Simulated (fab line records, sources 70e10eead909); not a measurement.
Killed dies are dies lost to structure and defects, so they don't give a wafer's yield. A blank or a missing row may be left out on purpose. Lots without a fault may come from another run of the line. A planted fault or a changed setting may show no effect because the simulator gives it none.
A struck lot beside a sound one | flow nand_harc | 13 steps out of a route of 1302
Sound: wafers L696.2, L696.4, L696.5. Struck: wafer L706.3. (L706.4, L706.6 of the same lot were not struck and are left out.) The cause comes at the end.
At each step with rows: each side's tool, then ch and its chambers, then its first start. Under that, the readings that differ: sound wafers | struck wafers | difference of the means | sigmas: that difference in standard deviations of wafers without a fault.
alike: readings whose means differ by less than 2 such deviations, and words and numbers that are the same on both sides. not compared: withheld readings, readings that some wafer has no value for, bounds like >300 that may hide the same value, and numbers for which the record gives no deviation and whose values overlap.
The two part at a step that has a row with sigmas, a row that says differs or no value, or rows on one side only. Numbers that don't overlap but have no deviation are shown without sigmas and don't part them. A reading that every wafer of one side lacks parts them only if that side has two wafers or more.

NHARC_A_STAIRCASE_TRIM_12: chemistry O2, time 211.2 s.
  sound on rie_diel-03 ch 2,3, day 17 09:14; struck on rie_diel-01 ch 0, day 21 05:38
  alike: drypump_motor_current_A, oes_product_au, rf_vpp_V, showerhead_plenum_p_Torr, throttle_valve_pct
  not compared: rf_hours_counter_h
then, 1 step without rows for these wafers: NHARC_A_STAIRCASE_ETCH_13 (etches the open film in C4F8/O2, target depth 100 nm, time 40.5 s).
NHARC_A_STAIRCASE_TRIM_14: chemistry O2, time 211.2 s.
  sound on rie_diel-03 ch 0,2,3; struck on rie_diel-01 ch 0
  alike: drypump_motor_current_A, oes_product_au, rf_vpp_V, showerhead_plenum_p_Torr, throttle_valve_pct
  not compared: rf_hours_counter_h
then, 1 step without rows for these wafers: NHARC_A_STAIRCASE_ETCH_15 (etches the open film in C4F8/O2, target depth 100 nm, time 40.5 s).
NHARC_A_STAIRCASE_TRIM_16: chemistry O2, time 211.2 s.
  sound on rie_diel-03 ch 1,2,3; struck on rie_diel-01 ch 2
  alike: drypump_motor_current_A, oes_product_au, rf_vpp_V, showerhead_plenum_p_Torr, throttle_valve_pct
  not compared: rf_hours_counter_h
then, 3 steps without rows for these wafers: NHARC_A_STAIRCASE_ETCH_17 (etches the open film in C4F8/O2, target depth 100 nm, time 40.5 s); NHARC_A_STAIRCASE_TRIM_18 (chemistry O2, time 211.2 s); NHARC_A_STAIRCASE_ETCH_19 (etches the open film in C4F8/O2, target depth 100 nm, time 40.5 s).
NHARC_A_STAIRCASE_TRIM_20: chemistry O2, time 211.2 s.
  sound on rie_diel-01 ch 1,2,3, day 17 10:19; struck on rie_diel-01 ch 1, day 21 07:34
  reading      | sound          | struck | difference | sigmas
  rf_vpp_V (V) | 57.8 56.6 56.7 | 59.1   | +2.1       | +2
  alike: drypump_motor_current_A, oes_product_au, showerhead_plenum_p_Torr, throttle_valve_pct
  not compared: rf_hours_counter_h
then, 1 step without rows for these wafers: NHARC_A_STAIRCASE_ETCH_21 (etches the open film in C4F8/O2, target depth 100 nm, time 40.5 s).
NHARC_A_STAIRCASE_TRIM_22: chemistry O2, time 211.2 s.
  sound on rie_diel-01 ch 0,1,2; struck on rie_diel-01 ch 2
  reading                | sound                | struck | difference | sigmas
  throttle_valve_pct (%) | 17.042 17.040 17.034 | 17.011 | -0.028     | -3
  alike: drypump_motor_current_A, oes_product_au, rf_vpp_V, showerhead_plenum_p_Torr
  not compared: rf_hours_counter_h
NHARC_A_STAIRCASE_ETCH_23: etches the open film in C4F8/O2, target depth 100 nm, time 40.5 s.
  sound on rie_diel-01 ch 1,2, day 17 10:41; struck on rie_diel-01 ch 3, day 21 08:49
  reading               | sound             | struck | difference | sigmas
  oes_product_au (a.u.) | 0.966 0.955 0.957 | 0.789  | -0.170     | -11
  alike: rf_vpp_V
  not compared: rf_hours_counter_h
then, 1 step without rows for these wafers: NHARC_A_STAIRCASE_TRIM_24 (chemistry O2, time 211.2 s).

WHERE THEY PART
First at NHARC_A_STAIRCASE_TRIM_20; last, within this record, at NHARC_A_STAIRCASE_ETCH_23.

WHY: what the simulator had put in
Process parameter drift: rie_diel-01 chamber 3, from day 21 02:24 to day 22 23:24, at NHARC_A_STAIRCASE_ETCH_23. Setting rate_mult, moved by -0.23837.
